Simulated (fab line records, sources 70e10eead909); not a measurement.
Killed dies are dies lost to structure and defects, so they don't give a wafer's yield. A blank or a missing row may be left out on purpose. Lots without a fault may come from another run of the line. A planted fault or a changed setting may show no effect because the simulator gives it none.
Which tool did it? | flow nand_harc | 14 lots, 42 wafers sampled, at 5 steps of a route of 1159

WHAT THE GAUGES READ, wafer by wafer
NHARC_A_SOURCE_PLATE_THK_MEAS_06: measures by ellipsometry. Usual: thk_nm 201.1 nm, standard deviation 2.3.
lot  | measured     | on            | thk_nm (nm)       | flag
L536 | day 8 01:18  | film_metro-01 | 204.3 205.6 205.0 |
L535 | day 8 01:18  | film_metro-02 | 202.3 203.2 203.6 |
L538 | day 8 01:19  | film_metro-01 | 202.2 200.2 201.6 |
L539 | day 8 01:20  | film_metro-02 | 203.0 203.2 202.0 |
L537 | day 8 11:58  | film_metro-02 | 199.6 197.3 198.0 |
L540 | day 8 17:10  | film_metro-01 | 205.0 205.0 204.5 |
L546 | day 10 10:39 | film_metro-02 | 202.1 200.1 198.8 |
L548 | day 10 20:47 | film_metro-01 | 199.1 201.2 197.3 |
L550 | day 11 13:11 | film_metro-01 | 201.6 201.0 202.2 |
L552 | day 11 13:12 | film_metro-01 | 199.2 199.1 198.0 |
L555 | day 12 05:53 | film_metro-01 | 203.1 201.0 203.4 |
L554 | day 12 05:54 | film_metro-02 | 199.6 201.2 202.5 |
L556 | day 12 15:34 | film_metro-01 | 205.2 203.2 203.4 |
L558 | day 13 13:25 | film_metro-02 | 196.9 199.6 196.7 |

NHARC_A_ONON_D1_THK_MEAS_14: measures by ellipsometry. Usual: thk_nm 998 nm, standard deviation 9.6.
lot  | measured     | on            | thk_nm (nm)    | flag
L536 | day 8 04:12  | film_metro-02 | 988 989 988    |
L535 | day 8 04:20  | film_metro-02 | 998 995 996    |
L538 | day 8 04:34  | film_metro-02 | 1014 1016 1015 |
L539 | day 8 04:16  | film_metro-01 | 993 993 992    |
L537 | day 8 14:56  | film_metro-02 | 984 985 984    |
L540 | day 8 20:07  | film_metro-01 | 1011 1012 1012 |
L546 | day 10 13:35 | film_metro-02 | 1001 1000 999  |
L548 | day 10 23:59 | film_metro-02 | 980 980 981    |
L550 | day 11 16:05 | film_metro-02 | 985 985 986    |
L552 | day 11 16:11 | film_metro-02 | 996 997 998    |
L555 | day 12 08:47 | film_metro-02 | 1007 1006 1005 |
L554 | day 12 08:48 | film_metro-01 | 1005 1006 1005 |
L556 | day 12 18:40 | film_metro-01 | 999 1000 998   |
L558 | day 13 16:20 | film_metro-02 | 999 1000 999   |

NHARC_A_ONON_D1_THK_MEAS_30: measures by ellipsometry. Usual: thk_nm 1002 nm, standard deviation 10.
lot  | measured     | on            | thk_nm (nm)             | flag
L536 | day 8 16:10  | film_metro-01 | 992 993 991             |
L535 | day 8 16:17  | film_metro-01 | 999 998 999             |
L538 | day 8 16:31  | film_metro-01 | 982 981 984             |
L539 | day 8 16:25  | film_metro-02 | 996 995 996             |
L537 | day 9 03:47  | film_metro-01 | 1011 1011 1011          |
L540 | day 9 03:49  | film_metro-02 | 1021 1021 1019          |
L546 | day 11 00:11 | film_metro-02 | 602 603 601 603 604 603 | OFF
L548 | day 11 09:58 | film_metro-02 | 598 599 598 599 599 600 | OFF
L550 | day 12 01:31 | film_metro-01 | 1003 1003 1003          |
L552 | day 12 01:34 | film_metro-02 | 992 992 991             |
L555 | day 12 18:19 | film_metro-01 | 1013 1014 1013          |
L554 | day 12 18:25 | film_metro-01 | 1019 1016 1015          |
L556 | day 13 04:04 | film_metro-02 | 1001 999 1001           |
L558 | day 14 04:06 | film_metro-02 | 1005 1004 1004          |

NHARC_A_CHANNEL_HOLE_D1_CD_MEAS_10: target cd 100 nm. Usual: cd_nm 100.0 nm, standard deviation 0.49.
lot  | measured     | on        | cd_nm (nm)        | flag
L536 | day 8 20:59  | cd_sem-01 | 100.3 100.4 100.4 |
L535 | day 8 21:10  | cd_sem-01 | 100.1 100.6 100.3 |
L538 | day 8 23:01  | cd_sem-01 | 99.5 100.0 99.1   |
L539 | day 8 22:27  | cd_sem-01 | 100.9 99.6 99.8   |
L537 | day 9 06:59  | cd_sem-02 | 100.8 99.2 100.5  |
L540 | day 9 07:11  | cd_sem-02 | 99.9 99.7 99.8    |
L550 | day 12 04:52 | cd_sem-01 | 99.9 99.0 100.4   |
L552 | day 12 06:16 | cd_sem-01 | 99.8 100.1 100.8  |
L555 | day 12 21:38 | cd_sem-01 | 100.1 100.4 100.0 |
L554 | day 12 23:32 | cd_sem-02 | 100.5 100.5 100.2 |
L556 | day 13 07:45 | cd_sem-01 | 99.4 100.3 99.6   |
L558 | day 14 07:59 | cd_sem-03 | 99.5 100.8 99.7   |

WHICH TOOL RAN EACH LOT (tool, then ch and the chambers of the sampled wafers, then the start)
lot  | NHARC_A_ONON_D1_DEP_28
L536 | pecvd_onon-01 ch 0, day 8 15:39
L535 | pecvd_onon-03 ch 0, day 8 15:47
L538 | pecvd_onon-01 ch 0, day 8 16:04
L539 | pecvd_onon-02 ch 0, day 8 15:58
L537 | pecvd_onon-03 ch 0, day 9 03:19
L540 | pecvd_onon-02 ch 0, day 9 03:25
L546 | pecvd_onon-02 ch 0, day 10 23:40
L548 | pecvd_onon-02 ch 0, day 11 09:38
L550 | pecvd_onon-03 ch 0, day 12 01:02
L552 | pecvd_onon-01 ch 0, day 12 01:05
L555 | pecvd_onon-01 ch 0, day 12 17:48
L554 | pecvd_onon-03 ch 0, day 12 17:59
L556 | pecvd_onon-03 ch 0, day 13 03:40
L558 | pecvd_onon-03 ch 0, day 14 03:43
- NHARC_A_ONON_D1_DEP_28: target thk 1000 nm.

WHAT THE TOOLS THEMSELVES READ (means of the sampled wafers that have a number; where no wafer has one, the mark that the record gives instead)
NHARC_A_ONON_D1_DEP_28. Usual: sih4_flow_sccm 210.1 sccm, standard deviation 0.55.
lot  | tool          | sih4_flow_sccm (sccm) | flag
L536 | pecvd_onon-01 | 209.9                 |
L535 | pecvd_onon-03 | 209.6                 |
L538 | pecvd_onon-01 | 210.3                 |
L539 | pecvd_onon-02 | 210.0                 |
L537 | pecvd_onon-03 | 210.3                 |
L540 | pecvd_onon-02 | 209.7                 |
L546 | pecvd_onon-02 | 209.9                 |
L548 | pecvd_onon-02 | 210.5                 |
L550 | pecvd_onon-03 | 209.7                 |
L552 | pecvd_onon-01 | 210.2                 |
L555 | pecvd_onon-01 | 209.4                 |
L554 | pecvd_onon-03 | 210.6                 |
L556 | pecvd_onon-03 | 210.3                 |
L558 | pecvd_onon-03 | 209.7                 |

THE ANSWER, worked out from the rows above alone
Rule: a lot is off if the mean of its wafers that have a number lies more than 3 standard deviations from the usual mean. A lot without any number at a reading at which 4 lots or more have one is off too. The other lots that the step has rows for count as sound. The gauges are gone through in route order, then the tools' own readings, and for those a lot's mean is taken as printed above. The first step at which some lot is off is used, and at that step the reading that is off furthest; a lot without a number counts as furthest.
Off: L546, L548, at NHARC_A_ONON_D1_THK_MEAS_30 (thk_nm).
A tool fits if, at a process step before that reading, it ran every lot that is off, and no sound lot after the first of them. The gauges at NHARC_A_ONON_D1_THK_MEAS_30 are tried like those tools. One fits: pecvd_onon-02 at NHARC_A_ONON_D1_DEP_28. Its last sound lot is L540 (day 9 03:25), its first lot that is off L546 (day 10 23:40): a fault that began between those two fits.

WHAT THE SIMULATOR HAD PUT IN
Process parameter drift: pecvd_onon-02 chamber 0, from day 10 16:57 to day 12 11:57, at NHARC_A_ONON_D1_DEP_28. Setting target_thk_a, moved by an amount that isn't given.
Lots struck among those shown: L546, L548. The rule above found the same.
